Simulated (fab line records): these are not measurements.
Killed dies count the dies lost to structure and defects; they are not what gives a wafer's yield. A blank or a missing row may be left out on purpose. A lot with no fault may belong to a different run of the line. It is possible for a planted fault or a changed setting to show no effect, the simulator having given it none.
Matching of chambers / flow n5Finfet / 4 sister chambers for N5_BEOL_M1_ETCHBACK_99 on rieDiel-04
The step etches SiO2 in CHF3, target depth 5 nm, time 10.4 s. 22 wafers are shown with their chamber, then 11 later ones without.

EACH WAFER AND ITS CHAMBER
wafer=L075.1; chamber=2; showerheadPlenumPTorr (Torr)=2.10; rfVppV (V)=239; throttleValvePct (%)=17.62
wafer=L075.2; chamber=0; showerheadPlenumPTorr (Torr)=2.10; rfVppV (V)=241; throttleValvePct (%)=17.03
wafer=L075.3; chamber=1; showerheadPlenumPTorr (Torr)=2.23; rfVppV (V)=245; throttleValvePct (%)=17.26
wafer=L076.1; chamber=1; showerheadPlenumPTorr (Torr)=2.23; rfVppV (V)=244; throttleValvePct (%)=17.27
wafer=L076.3; chamber=2; showerheadPlenumPTorr (Torr)=2.10; rfVppV (V)=241; throttleValvePct (%)=17.62
wafer=L076.4; chamber=0; showerheadPlenumPTorr (Torr)=2.10; rfVppV (V)=240; throttleValvePct (%)=17.04
wafer=L080.1; chamber=2; showerheadPlenumPTorr (Torr)=2.10; rfVppV (V)=240; throttleValvePct (%)=17.62
wafer=L080.3; chamber=1; showerheadPlenumPTorr (Torr)=2.22; rfVppV (V)=246; throttleValvePct (%)=17.26
wafer=L080.5; chamber=1; showerheadPlenumPTorr (Torr)=2.22; rfVppV (V)=244; throttleValvePct (%)=17.25
wafer=L081.2; chamber=0; showerheadPlenumPTorr (Torr)=2.10; rfVppV (V)=240; throttleValvePct (%)=17.05
wafer=L081.3; chamber=1; showerheadPlenumPTorr (Torr)=2.22; rfVppV (V)=245; throttleValvePct (%)=17.26
wafer=L081.6; chamber=3; showerheadPlenumPTorr (Torr)=2.16; rfVppV (V)=238; throttleValvePct (%)=17.38
wafer=L083.3; chamber=2; showerheadPlenumPTorr (Torr)=2.10; rfVppV (V)=238; throttleValvePct (%)=17.09
wafer=L083.5; chamber=2; showerheadPlenumPTorr (Torr)=2.10; rfVppV (V)=237; throttleValvePct (%)=17.07
wafer=L083.6; chamber=0; showerheadPlenumPTorr (Torr)=2.10; rfVppV (V)=242; throttleValvePct (%)=17.07
wafer=L084.2; chamber=2; showerheadPlenumPTorr (Torr)=2.10; rfVppV (V)=236; throttleValvePct (%)=17.09
wafer=L084.5; chamber=3; showerheadPlenumPTorr (Torr)=2.16; rfVppV (V)=238; throttleValvePct (%)=17.38
wafer=L084.6; chamber=0; showerheadPlenumPTorr (Torr)=2.09; rfVppV (V)=243; throttleValvePct (%)=17.08
wafer=L089.1; chamber=2; showerheadPlenumPTorr (Torr)=2.09; rfVppV (V)=237; throttleValvePct (%)=17.10
wafer=L089.5; chamber=0; showerheadPlenumPTorr (Torr)=2.09; rfVppV (V)=242; throttleValvePct (%)=17.09
wafer=L089.6; chamber=3; showerheadPlenumPTorr (Torr)=2.16; rfVppV (V)=237; throttleValvePct (%)=17.41
wafer=L091.1; chamber=2; showerheadPlenumPTorr (Torr)=2.09; rfVppV (V)=236; throttleValvePct (%)=17.09

SIGNATURES (averages over the wafers above)
reading=showerheadPlenumPTorr; chamber 0=2.0967; chamber 1=2.2240; chamber 2=2.0975; chamber 3=2.1600; scatter within a chamber=0.00473
reading=rfVppV; chamber 0=241.33; chamber 1=244.80; chamber 2=238.00; chamber 3=237.67; scatter within a chamber=1.39
reading=throttleValvePct; chamber 0=17.0600; chamber 1=17.2600; chamber 2=17.2875; chamber 3=17.3900; scatter within a chamber=0.172
Rule: a wafer lies at a distance from a chamber equal to the root of the sum of squares, over the readings, of (its reading less the chamber's mean, divided by the reading's scatter). The wafer belongs to the nearest chamber; if the next one is less than 2 further off, it can't be placed. The scatter: the root of (the sum of the squares of (reading less its chamber's mean) over the shown wafers, divided by (wafers less chambers)).

WAFERS WHOSE CHAMBER IS MISSING
wafer=L091.4; showerheadPlenumPTorr (Torr)=2.09; rfVppV (V)=240; throttleValvePct (%)=17.09
wafer=L091.5; showerheadPlenumPTorr (Torr)=2.09; rfVppV (V)=238; throttleValvePct (%)=17.11
wafer=L094.1; showerheadPlenumPTorr (Torr)=2.09; rfVppV (V)=239; throttleValvePct (%)=17.11
wafer=L094.4; showerheadPlenumPTorr (Torr)=2.09; rfVppV (V)=235; throttleValvePct (%)=17.11
wafer=L094.5; showerheadPlenumPTorr (Torr)=2.15; rfVppV (V)=238; throttleValvePct (%)=17.42
wafer=L095.2; showerheadPlenumPTorr (Torr)=2.15; rfVppV (V)=235; throttleValvePct (%)=17.44
wafer=L095.4; showerheadPlenumPTorr (Torr)=2.09; rfVppV (V)=241; throttleValvePct (%)=17.13
wafer=L095.6; showerheadPlenumPTorr (Torr)=2.09; rfVppV (V)=238; throttleValvePct (%)=17.13
wafer=L096.1; showerheadPlenumPTorr (Torr)=2.21; rfVppV (V)=246; throttleValvePct (%)=16.84
wafer=L096.5; showerheadPlenumPTorr (Torr)=2.09; rfVppV (V)=237; throttleValvePct (%)=17.14
wafer=L096.6; showerheadPlenumPTorr (Torr)=2.15; rfVppV (V)=238; throttleValvePct (%)=17.43

THE CHAMBER EACH PASSED THROUGH
wafer=L091.4; from the rows above=can't be placed: 0 or 2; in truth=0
wafer=L091.5; from the rows above=can't be placed: 2 or 0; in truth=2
wafer=L094.1; from the rows above=can't be placed: 2 or 0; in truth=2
wafer=L094.4; from the rows above=can't be placed: 2 or 0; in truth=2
wafer=L094.5; from the rows above=3; in truth=3
wafer=L095.2; from the rows above=3; in truth=3
wafer=L095.4; from the rows above=can't be placed: 0 or 2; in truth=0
wafer=L095.6; from the rows above=can't be placed: 2 or 0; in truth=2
wafer=L096.1; from the rows above=1; in truth=1
wafer=L096.5; from the rows above=can't be placed: 2 or 0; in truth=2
wafer=L096.6; from the rows above=3; in truth=3
Correctly placed: 4 of 11. From these rows, 7 cannot be placed; in 7 the true chamber is one of the candidates. Wrongly placed: 0.
